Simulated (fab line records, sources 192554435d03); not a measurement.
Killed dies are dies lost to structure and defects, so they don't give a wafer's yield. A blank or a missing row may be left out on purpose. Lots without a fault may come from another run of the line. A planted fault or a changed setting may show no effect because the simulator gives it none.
fab line records | flow n5_finfet
record lots=24 wafers=72 last_day=19
route steps=1938 shown PMOS_HMC_CHANNEL_EPI@89 FIN_SAQP@98
lots that met no fault: from a run of the same line without faults
start_h: hours from the record's first day to the start of the lot's first wafer shown | wait_h: hours since the lot's step before | " the same as in the row above | L1.1+2: a row that stands for several wafers | - no value, or no start given | * or withheld: withheld | < > ~ a bound
route shown NAME@n: a module of which the file shows steps, and the number in the route of the first | usual: mean/standard deviation of fault-free wafers | same: alike in all rows | chamber/n: place in a boat | sites: the reading at each site | _std_site: their standard deviation | _edge_site: outer sites' mean less inner sites' | radius_mm: how far each site lies from the wafer's centre | mask NAME#n: copy n | behind: the tool/chamber that last shaped the wafer | hold: why the lot was held/for how many hours/how that ended | device: the transistor (n, p or np) that didn't switch | end of line: the same wafers' tests at the end of the route | a step without rows: its recipe alone | killed: dies lost to structure and defects at the first sort, not the wafer's yield | map: a wafer's dies, x killed, . not, _ none there
set.NAME: the setting as run; set.NAME@STEP: as run at that earlier step | model.NAME: the simulator's own value behind a step, which no gauge read
steps of the route over a sample of lots; a table a step, a row a wafer
services: from which hour (start_h, from the record's first day; less than 0 if before it) a tool's chamber was out of use, for how many hours, and why
## steps
# step N5_PMOS_HMC_CHANNEL_EPI_INSPECT_30
# recipe inspect_instrument=darkfield mode=post_epi
# usual raw_defect_count=19/7
# columns lot.wafer tool chamber start_h wait_h raw_defect_count
L074.2 defect_inspect-02 - 19.82 0.0 12
L074.3 " - " " 19
L074.5 " - " " 11
L075.3 defect_inspect-01 - 26.57 0.0 18
L075.4 " - " " 23
L075.6 " - " " 14
L076.1 defect_inspect-02 - 32.93 0.0 21
L076.5 " - " " 30
L076.6 " - " " 22
L077.1 defect_inspect-02 - 39.31 0.0 13
L077.2 " - " " 19
L077.5 " - " " 14
L078.2 defect_inspect-01 - 43.98 0.0 10
L078.3 " - " " 12
L078.6 " - " " 13
L079.1 defect_inspect-01 - 50.49 0.0 24
L079.2 " - " " 26
L079.3 " - " " 14
L080.1 defect_inspect-01 - 56.73 0.0 16
L080.3 " - " " 13
L080.4 " - " " 21
L081.1 defect_inspect-02 - 63.06 0.0 27
L081.2 " - " " 18
L081.4 " - " " 22
L082.1 defect_inspect-02 - 68.84 0.0 15
L082.2 " - " " 23
L082.5 " - " " 13
L083.1 defect_inspect-02 - 75.63 0.0 27
L083.2 " - " " 21
L083.5 " - " " 15
L084.2 defect_inspect-02 - 80.53 0.0 32
L084.4 " - " " 21
L084.6 " - " " 23
L085.3 defect_inspect-01 - 86.37 0.0 27
L085.5 " - " " 16
L085.6 " - " " 24
L086.1 defect_inspect-01 - 92.73 0.0 18
L086.2 " - " " 12
L086.4 " - " " 8
L087.4 defect_inspect-01 - 98.78 0.0 16
L087.5 " - " " 18
L087.6 " - " " 19
L088.1 defect_inspect-02 - 105.30 0.0 19
L088.2 " - " " 26
L088.4 " - " " 37
L089.1 defect_inspect-02 - 110.46 0.0 10
L089.3 " - " " 12
L089.5 " - " " 16
L090.1 defect_inspect-01 - 116.53 0.0 18
L090.2 " - " " 35
L090.4 " - " " 29
L091.1 defect_inspect-02 - 122.89 0.0 15
L091.3 " - " " 12
L091.6 " - " " 16
L092.3 defect_inspect-01 - 128.41 0.0 15
L092.4 " - " " 16
L092.5 " - " " 14
L093.1 defect_inspect-01 - 134.57 0.0 14
L093.3 " - " " 32
L093.5 " - " " 30
L094.1 defect_inspect-02 - 140.50 0.0 17
L094.2 " - " " 23
L094.5 " - " " 20
L095.1 defect_inspect-02 - 145.99 0.0 15
L095.5 " - " " 19
L095.6 " - " " 10
L096.3 defect_inspect-02 - 153.55 0.0 21
L096.5 " - " " 18
L096.6 " - " " 17
L097.1 defect_inspect-01 - 158.91 0.0 27
L097.3 " - " " 18
L097.5 " - " " 11
# step N5_FIN_SAQP_PECVD_47
# recipe material=a-Si target_thk_a=450 temp_c=400 precursor=SiH4/He pressure_torr=3 rf_w=100 time_s=36.3
# usual heater_power_w=893/120 showerhead_plenum_p_Torr=5.68/0.052 susceptor_temp_C=400.02/0.23 throttle_valve_pct=18.4/1.1
# columns lot.wafer tool chamber start_h wait_h heater_power_w showerhead_plenum_p_Torr susceptor_temp_C throttle_valve_pct
L074.2 pecvd-04 0 20.60 0.0 984 5.58 400.05 17.6
L074.3 " 1 " " 780 5.73 400.05 20.0
L074.5 " 2 " " 999 5.60 400.15 16.4
L075.3 pecvd-03 1 27.32 0.0 768 5.69 399.89 18.6
L075.4 " 2 " " 867 5.68 400.13 16.8
L075.6 " 0 " " 738 5.74 399.65 18.2
L076.1 pecvd-03 0 33.87 0.0 743 5.75 400.04 17.9
L076.5 " 0 " " 731 5.73 400.14 18.3
L076.6 " 1 " " 776 5.68 400.20 18.3
L077.1 pecvd-04 0 39.98 0.0 865 5.59 399.75 17.6
L077.2 " 1 " " 850 5.74 399.77 19.9
L077.5 " 2 " " 1020 5.60 399.92 16.4
L078.2 pecvd-01 0 44.64 0.0 751 5.74 399.80 18.9
L078.3 " 1 " " 981 5.69 399.98 19.8
L078.6 " 2 " " 1046 5.70 400.02 18.0
L079.1 pecvd-04 2 51.80 0.0 1024 5.62 400.14 16.4
L079.2 " 0 " " 936 5.60 400.11 17.7
L079.3 " 1 " " 845 5.71 399.85 19.9
L080.1 pecvd-03 1 57.39 0.0 750 5.70 400.00 18.1
L080.3 " 0 " " 801 5.75 399.97 18.5
L080.4 " 1 " " 770 5.70 400.21 18.2
L081.1 pecvd-01 2 63.73 0.0 1024 5.69 400.03 18.1
L081.2 " 0 " " 769 5.73 399.84 18.8
L081.4 " 0 " " 757 5.73 399.71 18.8
L082.1 pecvd-04 0 69.51 0.0 855 5.58 400.01 17.8
L082.2 " 1 " " 853 5.72 399.78 20.0
L082.5 " 1 " " 843 5.72 400.03 19.8
L083.1 pecvd-01 0 76.30 0.0 882 5.74 400.06 19.0
L083.2 " 1 " " 1094 5.67 400.27 20.0
L083.5 " 1 " " 1100 5.68 400.22 20.1
L084.2 pecvd-04 0 81.20 0.0 935 5.57 400.15 17.7
L084.4 " 0 " " 936 5.59 400.47 17.8
L084.6 " 2 " " 1026 5.61 399.99 16.4
L085.3 pecvd-01 0 87.04 0.0 908 5.74 400.41 19.1
L085.5 " 0 " " 903 5.71 400.38 19.0
L085.6 " 2 " " 1015 5.68 400.12 18.0
L086.1 pecvd-01 2 94.27 0.0 938 5.67 399.63 18.0
L086.2 " 0 " " 777 5.72 400.11 19.1
L086.4 " 0 " " 804 5.73 399.70 19.0
L087.4 pecvd-04 0 99.52 0.1 1011 5.59 400.27 17.7
L087.5 " 1 " " 761 5.72 399.93 19.8
L087.6 " 2 " " 990 5.60 400.55 16.5
L088.1 pecvd-03 2 106.00 0.0 891 5.68 399.90 17.4
L088.2 " 0 " " 801 5.74 399.86 18.4
L088.4 " 1 " " 718 5.69 400.12 18.4
L089.1 pecvd-04 2 111.19 0.0 908 5.60 399.78 16.3
L089.3 " 0 " " 883 5.59 399.97 17.5
L089.5 " 0 " " 881 5.59 399.93 17.8
L090.1 pecvd-03 2 118.69 0.0 755 5.69 400.15 17.3
L090.2 " 1 " " 673 5.69 400.26 18.5
L090.4 " 1 " " 663 5.70 400.29 18.3
L091.1 pecvd-03 0 124.11 0.0 708 5.74 399.70 18.2
L091.3 " 1 " " 739 5.70 400.19 18.2
L091.6 " 0 " " 714 5.76 400.26 18.4
L092.3 pecvd-04 0 129.12 0.1 1030 5.59 400.48 17.7
L092.4 " 1 " " 857 5.71 399.59 20.0
L092.5 " 0 " " 1011 5.59 400.17 17.4
L093.1 pecvd-01 2 135.27 0.0 957 5.67 399.72 17.5
L093.3 " 1 " " 1095 5.68 399.99 19.9
L093.5 " 2 " " 963 5.66 399.81 17.7
L094.1 pecvd-01 0 141.17 0.0 893 5.74 400.28 19.0
L094.2 " 2 " " 1071 5.68 400.15 17.6
L094.5 " 0 " " 894 5.72 400.57 19.1
L095.1 pecvd-03 2 146.65 0.0 812 5.71 400.04 17.6
L095.5 " 0 " " 771 5.75 399.79 18.5
L095.6 " 1 " " 761 5.70 399.93 18.4
L096.3 pecvd-01 2 154.22 0.0 988 5.67 399.84 17.6
L096.5 " 2 " " 959 5.66 400.14 17.4
L096.6 " 0 " " 856 5.72 399.80 19.0
L097.1 pecvd-01 2 159.57 0.0 970 5.65 399.51 17.5
L097.3 " 0 " " 806 5.73 400.21 19.1
L097.5 " 2 " " 969 5.66 399.93 17.9
# step N5_FIN_SAQP_ETCH_65
# recipe chemistry=CF4 target=SiO2 target_depth_a=40 ion_energy_ev=350 time_s=4.4 pressure_mtorr=10 icp_w=800 bias_w=400 cf4_flow_sccm=80
# usual drypump_motor_current_A=5.7/0.52 oes_product_au=1.003/0.026 throttle_valve_pct=21.7/0.46
# columns lot.wafer tool chamber start_h wait_h drypump_motor_current_A oes_product_au rf_hours_counter_h throttle_valve_pct
L074.2 rie_si-04 3 23.89 0.1 5.8 0.986 105 22.2
L074.3 " 0 " " 5.1 1.039 123 21.8
L074.5 " 2 " " 6.4 1.035 - 21.3
L075.3 rie_si-03 2 30.34 0.1 5.7 1.001 170 22.0
L075.4 " 3 " " 6.3 0.981 - 22.1
L075.6 " 2 " " 5.7 0.994 - 22.0
L076.1 rie_si-04 2 42.52 0.1 6.4 1.044 85 21.3
L076.5 " 0 " " 5.0 1.043 - 21.8
L076.6 " 1 " " 5.5 1.026 - 21.8
L077.1 rie_si-04 2 42.92 0.1 6.4 1.033 85 21.3
L077.2 " 0 " " 5.1 1.038 124 21.8
L077.5 " 1 " " 5.5 1.017 - 21.8
L078.2 rie_si-04 1 47.95 0.1 5.5 1.018 118 21.8
L078.3 " 2 " " 6.4 1.039 85 21.3
L078.6 " 2 " " 6.4 1.043 - 21.3
L079.1 rie_si-04 3 55.55 0.1 5.8 1.016 106 22.3
L079.2 " 2 " " 6.4 1.041 85 21.3
L079.3 " 0 " " 5.1 1.037 124 21.8
L080.1 rie_si-01 3 60.68 0.1 5.6 0.982 82 22.5
L080.3 " 0 " " 5.6 0.985 6 21.7
L080.4 " 1 " " 4.6 0.985 177 21.6
L081.1 rie_si-03 2 67.10 0.1 5.7 0.992 171 22.0
L081.2 " 1 " " 5.5 0.955 35 21.1
L081.4 " 0 " " 5.5 1.039 - 21.4
L082.1 rie_si-04 0 72.63 0.1 5.0 1.037 124 21.8
L082.2 " 2 " " 6.4 1.052 86 21.3
L082.5 " 3 " " 5.7 1.008 - 22.2
L083.1 rie_si-01 0 79.21 0.1 5.6 0.982 7 21.7
L083.2 " 3 " " 5.6 0.975 83 22.5
L083.5 " 2 " " 6.4 0.992 - 21.0
L084.2 rie_si-01 3 85.79 0.1 5.6 0.987 83 22.5
L084.4 " 0 " " 5.6 0.983 7 21.7
L084.6 " 2 " " 6.4 0.990 - 21.0
L085.3 rie_si-03 1 90.11 0.1 5.5 0.967 35 21.1
L085.5 " 2 " " 5.7 0.988 - 22.1
L085.6 " 3 " " 6.3 0.984 - 22.0
L086.1 rie_si-01 2 97.90 0.1 6.4 0.998 33 21.0
L086.2 " 3 " " 5.6 0.965 83 22.4
L086.4 " 1 " " 4.6 0.979 178 21.6
L087.4 rie_si-01 2 102.75 0.1 6.4 0.995 33 20.9
L087.5 " 2 " " 6.4 0.996 - 21.0
L087.6 " 1 " " 4.6 0.978 - 21.6
L088.1 rie_si-03 2 109.07 0.1 5.7 0.999 172 22.0
L088.2 " 0 " " 5.5 1.040 1 21.4
L088.4 " 1 " " 5.6 0.967 35 21.1
L089.1 rie_si-03 3 114.76 0.1 6.3 0.978 15 22.0
L089.3 " 1 " " 5.5 0.970 35 21.1
L089.5 " 2 " " 5.6 1.004 - 22.0
L090.1 rie_si-01 0 121.51 0.1 5.6 0.987 8 21.7
L090.2 " 3 " " 5.7 0.987 83 22.5
L090.4 " 2 " " 6.4 1.001 33 21.0
L091.1 rie_si-01 1 127.05 0.1 4.6 0.985 178 21.6
L091.3 " 2 " " 6.4 0.996 34 21.0
L091.6 " 2 " " 6.4 1.006 - 21.0
L092.3 rie_si-01 3 132.42 0.1 5.6 0.981 84 22.4
L092.4 " 3 " " 5.7 0.965 - 22.4
L092.5 " 1 " " 4.6 0.986 - 21.6
L093.1 rie_si-04 2 140.07 0.1 6.4 1.028 86 21.3
L093.3 " 1 " " 5.5 1.012 120 21.8
L093.5 " 2 " " 6.4 1.029 - 21.3
L094.1 rie_si-03 1 144.61 0.1 5.5 0.968 36 21.1
L094.2 " 0 " " 5.5 1.026 2 21.4
L094.5 " 0 " " 5.5 1.041 - 21.4
L095.1 rie_si-03 0 149.80 0.1 5.5 1.031 2 21.4
L095.5 " 1 " " 5.5 0.966 - 21.1
L095.6 " 0 " " 5.5 1.041 - 21.4
L096.3 rie_si-04 3 157.25 0.1 5.7 1.001 107 22.2
L096.5 " 3 " " 5.7 1.007 - 22.3
L096.6 " 2 " " 6.4 1.051 - 21.3
L097.1 rie_si-04 3 163.77 0.1 5.7 0.997 107 22.2
L097.3 " 0 " " 5.1 1.035 126 21.8
L097.5 " 2 " " 6.4 1.039 - 21.3
# step N5_FIN_SAQP_RECESS_71
# recipe chemistry=HF/NH3 target=SiO2 target_depth_a=30 afs_cycles=1 temp_c=30 sublimation_temp_c=180 sublimation_time_s=60
# usual drypump_motor_current_A=5.8/0.62
# columns lot.wafer tool chamber start_h wait_h drypump_motor_current_A
L074.2 vapor_etch-01 1 24.61 0.0 6.5
L074.3 " 1 " " 6.5
L074.5 " 1 " " 6.5
L075.3 vapor_etch-02 1 31.11 0.1 4.8
L075.4 " 0 " " 5.7
L075.6 " 0 " " 5.7
L076.1 vapor_etch-01 1 43.24 0.0 6.5
L076.5 " 0 " " 6.0
L076.6 " 1 " " 6.5
L077.1 vapor_etch-01 0 43.64 0.0 6.0
L077.2 " 1 " " 6.5
L077.5 " 0 " " 6.0
L078.2 vapor_etch-01 0 48.96 0.0 6.0
L078.3 " 1 " " 6.5
L078.6 " 1 " " 6.5
L079.1 vapor_etch-01 1 56.28 0.0 6.5
L079.2 " 0 " " 6.0
L079.3 " 1 " " 6.4
L080.1 vapor_etch-01 1 61.47 0.1 6.6
L080.3 " 1 " " 6.5
L080.4 " 0 " " 6.0
L081.1 vapor_etch-02 1 67.83 0.0 4.8
L081.2 " 0 " " 5.8
L081.4 " 0 " " 5.7
L082.1 vapor_etch-02 0 73.37 0.0 5.7
L082.2 " 1 " " 4.8
L082.5 " 0 " " 5.7
L083.1 vapor_etch-01 1 79.93 0.0 6.5
L083.2 " 0 " " 6.0
L083.5 " 1 " " 6.4
L084.2 vapor_etch-01 0 86.71 0.0 6.0
L084.4 " 0 " " 6.0
L084.6 " 0 " " 6.0
L085.3 vapor_etch-01 1 92.21 1.4 6.5
L085.5 " 0 " " 6.0
L085.6 " 1 " " 6.5
L086.1 vapor_etch-01 0 98.62 0.0 6.0
L086.2 " 1 " " 6.5
L086.4 " 1 " " 6.4
L087.4 vapor_etch-02 1 103.51 0.1 4.8
L087.5 " 0 " " 5.8
L087.6 " 1 " " 4.8
L088.1 vapor_etch-02 1 109.80 0.0 4.8
L088.2 " 0 " " 5.7
L088.4 " 1 " " 4.8
L089.1 vapor_etch-02 0 115.50 0.0 5.8
L089.3 " 1 " " 4.8
L089.5 " 0 " " 5.8
L090.1 vapor_etch-02 1 122.23 0.0 4.8
L090.2 " 0 " " 5.7
L090.4 " 1 " " 4.8
L091.1 vapor_etch-02 1 127.78 0.0 4.8
L091.3 " 0 " " 5.7
L091.6 " 1 " " 4.8
L092.3 vapor_etch-02 0 133.19 0.1 5.7
L092.4 " 1 " " 4.8
L092.5 " 0 " " 5.8
L093.1 vapor_etch-02 0 141.25 0.4 5.7
L093.3 " 1 " " 4.8
L093.5 " 0 " " 5.7
L094.1 vapor_etch-02 1 145.58 0.0 4.8
L094.2 " 0 " " 5.8
L094.5 " 1 " " 4.8
L095.1 vapor_etch-01 0 150.67 0.0 6.0
L095.5 " 1 " " 6.5
L095.6 " 0 " " 6.0
L096.3 vapor_etch-01 1 158.02 0.1 6.5
L096.5 " 0 " " 6.0
L096.6 " 1 " " 6.5
L097.1 vapor_etch-02 0 164.56 0.0 5.7
L097.3 " 0 " " 5.7
L097.5 " 0 " " 5.8
# step N5_FIN_SAQP_FIN_ETCH_36
# recipe chemistry=HBr/Cl2/O2 target_depth_a=1200 mask_material=SiNx time_s=50.4 bias_w=102 pressure_mtorr=10 icp_w=800 HBr_flow_sccm=150 Cl2_flow_sccm=80 O2_flow_sccm=12
# usual drypump_motor_current_A=5.7/0.5 oes_product_au=1.001/0.021 throttle_valve_pct=36.1/0.57
# columns lot.wafer tool chamber start_h wait_h drypump_motor_current_A oes_product_au rf_hours_counter_h throttle_valve_pct
L074.2 rie_si-01 1 25.61 0.0 4.6 0.993 176 36.2
L074.3 " 0 " " 5.7 0.996 6 36.0
L074.5 " 2 " " 6.4 1.002 - 35.0
L075.3 rie_si-03 3 32.07 0.0 6.3 0.992 13 36.7
L075.4 " 3 " " 6.3 0.991 - 36.7
L075.6 " 2 " " 5.7 1.006 - 36.4
L076.1 rie_si-03 2 44.40 0.0 5.7 1.004 170 36.4
L076.5 " 3 " " 6.3 0.997 - 36.7
L076.6 " 1 " " 5.5 0.975 - 35.6
L077.1 rie_si-01 0 44.72 0.0 5.6 0.988 6 36.0
L077.2 " 1 " " 4.6 1.000 177 36.1
L077.5 " 0 " " 5.6 0.983 - 36.0
L078.2 rie_si-01 2 50.07 0.0 6.4 0.989 32 35.0
L078.3 " 1 " " 4.6 0.993 177 36.1
L078.6 " 0 " " 5.6 0.981 - 36.0
L079.1 rie_si-04 0 57.44 0.0 5.1 1.012 124 36.3
L079.2 " 3 " " 5.7 1.000 106 36.8
L079.3 " 2 " " 6.4 1.024 85 36.1
L080.1 rie_si-01 2 62.47 0.0 6.4 1.005 32 35.0
L080.3 " 3 " " 5.6 0.978 82 36.8
L080.4 " 1 " " 4.6 0.988 177 36.1
L081.1 rie_si-01 1 68.87 0.0 4.6 0.996 177 36.1
L081.2 " 3 " " 5.6 0.986 82 36.8
L081.4 " 2 " " 6.4 1.002 32 35.0
L082.1 rie_si-04 3 74.41 0.0 5.7 1.006 106 36.8
L082.2 " 0 " " 5.1 1.038 124 36.3
L082.5 " 3 " " 5.8 1.008 - 36.8
L083.1 rie_si-01 3 80.96 0.0 5.6 0.967 83 36.8
L083.2 " 0 " " 5.7 0.992 7 36.0
L083.5 " 1 " " 4.6 0.986 - 36.1
L084.2 rie_si-01 2 87.71 0.0 6.4 1.002 33 35.0
L084.4 " 3 " " 5.6 0.994 83 36.8
L084.6 " 2 " " 6.4 1.016 - 35.0
L085.3 rie_si-01 3 94.49 0.0 5.6 0.980 83 36.8
L085.5 " 2 " " 6.4 1.012 - 35.0
L085.6 " 3 " " 5.6 0.980 - 36.8
L086.1 rie_si-01 1 99.68 0.0 4.6 0.990 178 36.1
L086.2 " 2 " " 6.4 1.002 33 35.0
L086.4 " 0 " " 5.7 0.994 7 36.0
L087.4 rie_si-04 0 104.47 0.0 5.1 1.023 125 36.3
L087.5 " 2 " " 6.4 1.042 - 36.0
L087.6 " 3 " " 5.8 1.006 - 36.8
L088.1 rie_si-01 0 110.86 0.0 5.6 0.993 7 36.0
L088.2 " 2 " " 6.3 1.006 33 35.0
L088.4 " 1 " " 4.6 1.002 178 36.1
L089.1 rie_si-04 3 117.55 0.0 5.8 0.997 107 36.8
L089.3 " 2 " " 6.4 1.033 86 36.0
L089.5 " 1 " " 5.5 1.024 - 35.8
L090.1 rie_si-03 3 123.24 0.0 6.3 0.993 15 36.7
L090.2 " 0 " " 5.5 1.031 1 35.4
L090.4 " 2 " " 5.7 0.999 172 36.4
L091.1 rie_si-03 2 128.78 0.0 5.7 1.010 172 36.4
L091.3 " 1 " " 5.6 0.969 36 35.6
L091.6 " 1 " " 5.6 0.959 - 35.5
L092.3 rie_si-03 2 134.71 0.0 5.7 1.016 172 36.4
L092.4 " 1 " " 5.6 0.979 36 35.5
L092.5 " 1 " " 5.5 0.978 - 35.5
L093.1 rie_si-03 2 142.29 0.0 5.7 1.006 172 36.4
L093.3 " 0 " " 5.5 1.026 2 35.4
L093.5 " 1 " " 5.6 0.965 - 35.5
L094.1 rie_si-03 1 146.93 0.0 5.5 0.982 36 35.5
L094.2 " 0 " " 5.5 1.039 2 35.4
L094.5 " 1 " " 5.5 0.989 - 35.5
L095.1 rie_si-03 0 152.48 0.0 5.5 1.025 2 35.4
L095.5 " 3 " " 6.3 0.998 - 36.7
L095.6 " 0 " " 5.5 1.035 - 35.4
L096.3 rie_si-04 2 158.98 0.0 6.4 1.027 87 36.0
L096.5 " 2 " " 6.4 1.031 - 36.0
L096.6 " 3 " " 5.8 0.999 - 36.8
L097.1 rie_si-04 2 165.63 0.0 6.4 1.028 87 36.1
L097.3 " 3 " " 5.8 0.996 107 36.8
L097.5 " 1 " " 5.4 1.033 - 35.8
# step N5_FIN_SAQP_CD_MEAS_37
# recipe target_cd_nm=8 polarity=line
# usual cd_nm=8.09/0.28
# columns lot.wafer tool chamber start_h wait_h cd_nm
L074.2 cd_sem-03 - 25.74 0.1 8.10
L074.3 " - " " 7.87
L074.5 " - " " 8.06
L075.3 cd_sem-03 - 32.19 0.1 8.18
L075.4 " - " " 7.70
L075.6 " - " " 8.15
L076.1 cd_sem-01 - 44.52 0.1 7.96
L076.5 " - " " 7.69
L076.6 " - " " 7.60
L077.1 cd_sem-02 - 44.84 0.1 7.98
L077.2 " - " " 8.49
L077.5 " - " " 8.34
L078.2 cd_sem-03 - 50.19 0.1 8.29
L078.3 " - " " 8.12
L078.6 " - " " 8.50
L079.1 cd_sem-02 - 57.56 0.1 7.55
L079.2 " - " " 7.94
L079.3 " - " " 8.08
L080.1 cd_sem-02 - 62.59 0.1 8.27
L080.3 " - " " 8.43
L080.4 " - " " 8.19
L081.1 cd_sem-03 - 68.98 0.1 7.72
L081.2 " - " " 8.29
L081.4 " - " " 8.22
L082.1 cd_sem-03 - 74.53 0.1 7.91
L082.2 " - " " 7.80
L082.5 " - " " 7.90
L083.1 cd_sem-01 - 81.09 0.1 8.65
L083.2 " - " " 7.89
L083.5 " - " " 7.77
L084.2 cd_sem-03 - 87.83 0.1 7.91
L084.4 " - " " 8.31
L084.6 " - " " 8.18
L085.3 cd_sem-03 - 94.61 0.1 8.24
L085.5 " - " " 8.02
L085.6 " - " " 8.56
L086.1 cd_sem-01 - 99.80 0.1 8.14
L086.2 " - " " 8.48
L086.4 " - " " 7.98
L087.4 cd_sem-01 - 104.60 0.1 7.83
L087.5 " - " " 8.22
L087.6 " - " " 7.75
L088.1 cd_sem-03 - 110.98 0.1 7.58
L088.2 " - " " 8.33
L088.4 " - " " 8.35
L089.1 cd_sem-02 - 117.67 0.1 7.87
L089.3 " - " " 8.27
L089.5 " - " " 7.94
L090.1 cd_sem-01 - 123.36 0.1 8.81
L090.2 " - " " 8.20
L090.4 " - " " 8.53
L091.1 cd_sem-02 - 128.89 0.1 8.43
L091.3 " - " " 7.66
L091.6 " - " " 7.87
L092.3 cd_sem-03 - 134.83 0.1 8.59
L092.4 " - " " 8.08
L092.5 " - " " 8.07
L093.1 cd_sem-03 - 142.40 0.1 8.37
L093.3 " - " " 8.19
L093.5 " - " " 7.85
L094.1 cd_sem-02 - 147.05 0.1 8.03
L094.2 " - " " 8.06
L094.5 " - " " 7.73
L095.1 cd_sem-03 - 152.60 0.1 7.92
L095.5 " - " " 7.99
L095.6 " - " " 7.99
L096.3 cd_sem-02 - 159.10 0.1 7.82
L096.5 " - " " 7.67
L096.6 " - " " 7.98
L097.1 cd_sem-03 - 165.75 0.1 8.23
L097.3 " - " " 8.54
L097.5 " - " " 7.70
## services
# columns tool chamber start_h hours kind
pecvd-01 2 16.27 17.3 repair
rie_si-03 0 24.91 2.5 repair
rie_si-01 - 26.86 0.3 repair
rie_si-03 0 27.41 - clean
rie_si-03 0 27.41 - consumable_replace:esc
pecvd-04 1 29.22 5.6 repair
pecvd-03 2 29.62 5.2 repair
pecvd-03 - 30.47 2.8 pm
pecvd-03 - 39.25 14.6 pm
pecvd-01 2 50.15 7.6 repair
pecvd-01 1 56.72 9.6 repair
rie_si-03 3 65.05 3.2 repair
pecvd-03 1 65.74 4.3 repair
rie_si-03 - 77.39 0.4 repair
vapor_etch-02 - 81.30 15.6 pm
pecvd-01 2 99.15 4.5 repair
pecvd-01 - 99.70 0.3 repair
pecvd-04 - 110.51 0.4 repair
rie_si-01 0 122.45 26.4 repair
rie_si-04 - 125.19 14.6 pm
vapor_etch-01 - 139.94 2.8 pm
rie_si-03 3 140.43 4.8 repair
rie_si-04 3 146.87 2.2 repair
rie_si-01 - 164.63 0.2 repair
## key
fault none
